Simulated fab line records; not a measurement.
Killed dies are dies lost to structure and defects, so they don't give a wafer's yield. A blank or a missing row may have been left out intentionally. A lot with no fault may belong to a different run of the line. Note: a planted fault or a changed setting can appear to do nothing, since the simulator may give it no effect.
Matching of chambers -- flow n5 finfet -- rie diel-06 running N5_BEOL_M11_STRIP_36: 4 sister chambers
The step strips in N2/H2. 14 wafers are shown with their chamber, then 7 later ones without.

WAFERS, EACH WITH ITS CHAMBER
wafer,chamber,throttle valve pct (%),drypump motor current A (A),showerhead plenum p Torr (Torr)
L077.1,2,24.2,5.7,2.44
L077.2,3,23.3,6.8,2.57
L077.6,2,24.2,5.7,2.44
L080.1,2,24.3,5.7,2.44
L080.3,1,23.9,5.4,2.57
L080.4,0,23.8,5.5,2.42
L084.1,0,23.8,5.5,2.41
L084.2,3,23.3,6.8,2.57
L084.4,1,23.9,5.3,2.57
L088.1,1,23.9,5.3,2.57
L088.2,3,23.3,6.7,2.56
L088.3,2,24.3,5.7,2.43
L090.1,3,23.3,6.8,2.56
L090.2,0,23.8,5.5,2.41

SIGNATURES (averages over the wafers above)
reading,chamber 0,chamber 1,chamber 2,chamber 3,scatter within a chamber
throttle valve pct,23.800,23.900,24.250,23.300,0.0316
drypump motor current A,5.500,5.333,5.700,6.775,0.0376
showerhead plenum p Torr,2.4133,2.5700,2.4375,2.5650,0.00492
Rule: distance of a wafer from a chamber = root of the sum over the readings of ((wafer's reading minus chamber's mean) / reading's scatter) squared. The wafer belongs to the nearest chamber; if the next one is less than 2 further off, it can't be placed. How the scatter is found: for the shown wafers, subtract from each reading the mean of its chamber, square and add these, divide the total by (wafers less chambers), then take the root.

WAFERS WHOSE CHAMBER IS MISSING
wafer,throttle valve pct (%),drypump motor current A (A),showerhead plenum p Torr (Torr)
L090.5,23.8,5.5,2.41
L093.1,23.9,5.3,2.56
L093.4,23.3,6.7,2.56
L093.6,23.9,5.4,2.56
L094.1,24.3,5.7,2.42
L094.2,23.3,6.8,2.56
L094.3,23.9,5.4,2.56

EACH ONE'S CHAMBER
wafer,from the rows above,in truth
L090.5,0,0
L093.1,1,1
L093.4,3,3
L093.6,1,1
L094.1,2,2
L094.2,3,3
L094.3,1,1
Correctly placed: 7 of 7. Can't be placed from these rows: 0. Placed wrongly: 0.
